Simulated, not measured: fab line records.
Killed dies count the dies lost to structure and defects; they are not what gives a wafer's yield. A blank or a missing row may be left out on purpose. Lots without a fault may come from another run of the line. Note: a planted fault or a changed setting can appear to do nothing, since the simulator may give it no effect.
The tool behind it: which one? -- flow n5-finfet -- Sampling: 9 lots, 26 wafers, 5 of 1938 route steps

## WHAT THE GAUGES READ, wafer by wafer
N5_BEOL_M4_RC_MEAS_101.
lot,measured,on,DIBL_N (mV/V)
L370,day 8 15:29,prober-01,37.4 34.2 36.5
L375,day 9 21:19,prober-01,36.9 35.8
L382,day 11 18:43,prober-02,34.4 35.7 35.8
L385,day 12 07:55,prober-02,37.0 37.5 37.3
L383,day 12 15:24,prober-01,38.6 38.1 38.4
L386,day 12 19:00,prober-01,37.9 38.4 39.1
L389,day 13 10:22,prober-01,35.9 34.6 36.0
L390,day 13 22:22,prober-02,35.7 33.3 35.0
L391,day 14 04:43,prober-02,36.6 37.2 34.9

## EACH LOT AND THE TOOL THAT RAN IT (in order: tool; ch and the chambers of the sampled wafers; start)
lot,N5_BEOL_M2_TRENCH_ETCH_37,N5_BEOL_M2_STRIP_97,N5_BEOL_M2_ALD_84,N5_BEOL_M2_SURFACE_TREAT_85
L370,"rie-diel-02 ch 0,1, day 7 13:52 or earlier","rie-diel-02 ch 0,1, day 7 13:52 or earlier","ald-metal-03 ch 2,3, day 7 13:52","pvd-sputter-03, day 7 14:05"
L375,"rie-diel-05 ch 2, day 8 18:49 or earlier","rie-diel-05 ch 2, day 8 18:49 or earlier","ald-metal-03 ch 0,1, day 8 18:49","pvd-sputter-02, day 8 19:04"
L382,"rie-diel-01 ch 0,3, day 10 11:59 or earlier","rie-diel-01 ch 0,3, day 10 11:59 or earlier","ald-metal-04 ch 1,3, day 10 11:59","pvd-sputter-01, day 10 12:14"
L385,"rie-diel-02 ch 2,3, day 11 07:44 or earlier","rie-diel-02 ch 2,3, day 11 07:44 or earlier","ald-metal-03 ch 0,1,3, day 11 07:44","pvd-sputter-01, day 11 08:13"
L383,"rie-diel-05 ch 2,3, day 11 08:28 or earlier","rie-diel-05 ch 2,3, day 11 08:28 or earlier","ald-metal-01 ch 2,3, day 11 08:28","pvd-sputter-03, day 11 08:49"
L386,"rie-diel-01 ch 2,3, day 11 08:43 or earlier","rie-diel-01 ch 2,3, day 11 08:43 or earlier","ald-metal-01 ch 0,2, day 11 08:43","pvd-sputter-03, day 11 08:57"
L389,"rie-diel-02 ch 0,1,2, day 12 10:25 or earlier","rie-diel-02 ch 0,1,2, day 12 10:25 or earlier","ald-metal-03 ch 1,2, day 12 10:25","pvd-sputter-02, day 12 10:43"
L390,"rie-diel-02 ch 0,2,3, day 12 18:30 or earlier","rie-diel-02 ch 0,2,3, day 12 18:30 or earlier","ald-metal-01 ch 0,2,3, day 12 18:30","pvd-sputter-02, day 12 18:43"
L391,"rie-diel-02 ch 0,1,2, day 12 21:32 or earlier","rie-diel-02 ch 0,1,2, day 12 21:32 or earlier","ald-metal-04 ch 0,1,2, day 12 21:32","pvd-sputter-01, day 12 21:46"
- N5_BEOL_M2_TRENCH_ETCH_37: etches SiOC in C4F6/O2, target depth 55.555 nm, time 29.2 s.
- N5_BEOL_M2_STRIP_97: strips in N2/H2, time 10 s.
- N5_BEOL_M2_ALD_84: deposits TaN, pulse time 2 s, purge time 3 s, co reactant purge time 2 s.
- N5_BEOL_M2_SURFACE_TREAT_85

## THE ANSWER, worked out from the rows above alone
Rule: the usual values come from the lots themselves. Put in order of their means at a reading, lots are off if they are a third of the lots or fewer, leave a main group of 4 or more, and stand apart from it by a gap of 3 or more times the standard deviation of the main group's means; of several such gaps the widest counts. If all means in a main group match to the digits the tables above print for the reading, that group is not used. A lot without any number at a reading at which 4 lots or more have one is off too. Any other lot the step has rows for is counted as sound.
None of the lots is off at any reading shown; this tells nothing.

## WHAT THE SIMULATOR HAD PUT IN
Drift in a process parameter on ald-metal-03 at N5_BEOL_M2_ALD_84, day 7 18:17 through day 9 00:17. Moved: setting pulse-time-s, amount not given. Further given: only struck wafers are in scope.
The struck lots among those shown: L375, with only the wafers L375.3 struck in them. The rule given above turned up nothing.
